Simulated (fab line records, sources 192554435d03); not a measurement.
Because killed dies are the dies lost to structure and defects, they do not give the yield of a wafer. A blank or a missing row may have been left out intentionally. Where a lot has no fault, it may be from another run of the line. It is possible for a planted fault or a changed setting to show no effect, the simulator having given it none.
Struck lot and sound lot, side by side ; flow n5 finfet ; 34 steps out of a route of 1938
Sound: these wafers, L231.4, L231.5, L231.6. Wafers L241.4, L241.5, L241.6 were the ones struck. The cause is given at the end.
Per side, at each step with rows, come the tool, then ch with its chambers, and then its first start. Under that, the readings that differ: sound wafers ; struck wafers ; difference of the means ; sigmas: that difference in standard deviations of wafers without a fault.
alike: readings with means less than 2 such deviations apart, plus words and numbers identical on both sides. not compared: withheld readings, readings lacking a value on some wafer, bounds such as >300 that could conceal the same value, and numbers that have no deviation in the record and whose values overlap.
A row with sigmas, a row that says differs or no value, or rows on one side alone: a step with any of these is where the two part. Numbers that don't overlap but have no deviation are shown without sigmas and don't part them. Lack of a reading on every wafer of one side parts them only where that side has two or more wafers.

first, 9 steps without rows for these wafers: N5_BEOL_M10_EBR_24; N5_BEOL_M10_SOFTBAKE_23 (time 60 s); N5_BEOL_M10_EXPOSE_25 (exposes mask V9); N5_BEOL_M10_PEB_26 (peb time 60 s); N5_BEOL_M10_DEVELOP_27 (develop time 30 s); N5_BEOL_M10_DESCUM_33 (chemistry O2, time 7.9 s); N5_BEOL_M10_ETCH_65 (etches SiARC in CF4, target depth 39 nm, time 65 s); N5_BEOL_M10_ETCH_66 (etches SOC in N2/H2, target depth 120 nm, overetch 24 nm, time 180 s); N5_BEOL_M10_STRIP_69 (strips in N2/H2).
N5_BEOL_M10_VIA_ETCH_34: etches SiCOH lowk in C4F6/O2, target depth 184.5 nm, time 69.2 s.
  sound on rie diel-02 ch 0,1, day 11 06:05; struck on rie diel-02 ch 0,1,2, day 13 21:36
  alike: O2_flow_sccm, bias w, drypump motor current A, oes_ar_750_au, oes product au, rf vpp V, showerhead plenum p Torr, throttle valve pct
  not compared: rf hours counter h
then, 23 steps without rows for these wafers: N5_BEOL_M10_STRIP_73 (strips in C4F6/O2); N5_BEOL_M10_STRIP_36 (strips in N2/H2); N5_BEOL_M10_TRENCH_ETCH_37 (etches SiCOH lowk in C4F6/O2, target depth 148.83 nm, time 48 s); N5_BEOL_M10_ETCH_41 (etches SiCN in CH3F/O2, target depth 42.6 nm, time 86 s); N5_BEOL_M10_STRIP_77 (strips in N2/H2, time 10 s); N5_BEOL_M10_HM_STRIP_39 (strips TiN in peroxide tin strip, target depth 25 nm, time 158 s); N5_BEOL_M10_SRD_40 (time 30 s); N5_BEOL_M10_PRECLEAN_42 (cleans in residue remover, time 60 s); N5_BEOL_M10_SRD_43 (time 30 s); N5_BEOL_M10_CURE_72 (cures SiCOH lowk, time 120 s); N5_BEOL_M10_DEGAS_44 (time 60 s); N5_BEOL_M10_PRE_CLEAN_45 (time 30 s); N5_BEOL_M10_ALD_74 (deposits TaN, target thk 2 nm, pulse time 2 s, purge time 3 s); N5_BEOL_M10_SURFACE_TREAT_76; N5_BEOL_M10_CVD_75 (deposits Co from CCTBA/H2, target thk 2 nm, time 138.9 s); N5_BEOL_M10_SPUTTER_48 (material Cu, target thk 12 nm, time 2 s); N5_BEOL_M10_ECD_50 (material Cu, target thk 318 nm); N5_BEOL_M10_ANNEAL_51 (time 90 s); N5_BEOL_M10_CMP_52 (polishes, stops on SiCOH lowk, t overpolish 7 s, target thk 140 nm); N5_BEOL_M10_PRE_CLEAN_55 (time 15 s); N5_BEOL_M10_DEP_56 (deposits SiCN from 3MS/NH3, target thk 15 nm, time 26.5 s); N5_BEOL_M11_ILD_DEP_00 (deposits SiCOH lowk from DEMS/porogen, target thk 308.51 nm, time 58 s); N5_BEOL_M11_CURE_71 (cures SiCOH lowk, time 240 s).
-- record jumps: 2 days separate the struck wafers' starts on either side; left off in module BEOL_M11, taken up again in module PASSIVATION, whose first shown step is the route's number 1936 --
N5_PASSIVATION_PROBE_49:
  sound on prober-02, day 13 09:41; struck on prober-01, day 16 00:09
reading;sound;struck;difference;sigmas
defect limited yield (%);89.8 89.7 88.3;84.6 86.2 85.0;-4.0;-3
killed_at_M4_up;18 9 6;98 78 97;+80;+15
killed at front end;59 65 76;43 44 34;-26;-2
killed dies;120 121 138;182 163 177;+48;+3
killed short;45 49 49;32 30 18;-21;-2
sort_bin_4_leakage (%);0 0 0;0.51 0 0;+0.17;+3
sort_bin_5_function (%);5.3 6.1 7.0;9.4 8.8 9.2;+3.0;+3
sort n pass;1060 1059 1042;992 1017 1003;-50;-3
sort yield pct (%);89.8 89.7 88.3;84.1 86.2 85.0;-4.2;-3
  alike: killed_at_M0_to_M3, killed at contacts, killed at other, killed open, sort_bin_6_memory

== WHERE THEY PART ==
N5_PASSIVATION_PROBE_49 only, going by this record.

WHY: whatever the simulator had introduced
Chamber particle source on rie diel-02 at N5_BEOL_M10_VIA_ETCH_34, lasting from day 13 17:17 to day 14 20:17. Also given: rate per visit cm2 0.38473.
